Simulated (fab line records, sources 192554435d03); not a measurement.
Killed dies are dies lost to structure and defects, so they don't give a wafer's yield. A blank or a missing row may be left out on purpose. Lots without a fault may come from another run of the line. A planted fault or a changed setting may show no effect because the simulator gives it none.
Chamber matching | flow n5_finfet | N5_FIN_CUT_STRIP_24 on rie_diel-06: 4 sister chambers
The step strips in CF4. 8 wafers are shown with their chamber, then 8 later ones without.

WAFERS WITH THEIR CHAMBER
wafer  | chamber | showerhead_plenum_p_Torr (Torr) | throttle_valve_pct (%)
L078.5 | 2       | 1.81                            | 13.39
L081.1 | 1       | 1.78                            | 14.04
L081.2 | 3       | 1.71                            | 13.48
L081.4 | 0       | 1.87                            | 13.46
L087.1 | 2       | 1.81                            | 13.41
L087.2 | 3       | 1.70                            | 13.50
L087.3 | 0       | 1.87                            | 13.50
L087.4 | 1       | 1.78                            | 14.06

WAFERS WITHOUT THEIR CHAMBER
wafer  | showerhead_plenum_p_Torr (Torr) | throttle_valve_pct (%)
L087.5 | 1.70                            | 13.50
L087.6 | 1.81                            | 13.40
L089.1 | 1.81                            | 13.42
L089.2 | 1.70                            | 13.50
L089.3 | 1.87                            | 13.50
L089.4 | 1.77                            | 14.05
L089.5 | 1.81                            | 13.41
L089.6 | 1.78                            | 14.07

WHICH CHAMBER EACH WENT THROUGH
wafer  | from the rows above | in truth
L087.5 | 3                   | 3
L087.6 | 2                   | 2
L089.1 | 2                   | 2
L089.2 | 3                   | 3
L089.3 | 0                   | 0
L089.4 | 1                   | 1
L089.5 | 2                   | 2
L089.6 | 1                   | 1
Placed correctly: 8 of 8. Can't be placed from these rows: 0. Placed wrongly: 0.
How it was worked out, from the rows above alone: a wafer's distance from a chamber is the root of the sum, over the readings, of the square of ((its reading less the chamber's mean) divided by the reading's scatter). The wafer belongs to the nearest chamber; if the next one is less than 2 further off, it can't be placed. A chamber's mean is the mean of its shown wafers. The scatter: the root of (the sum of the squares of (reading less its chamber's mean) over the shown wafers, divided by (wafers less chambers)).
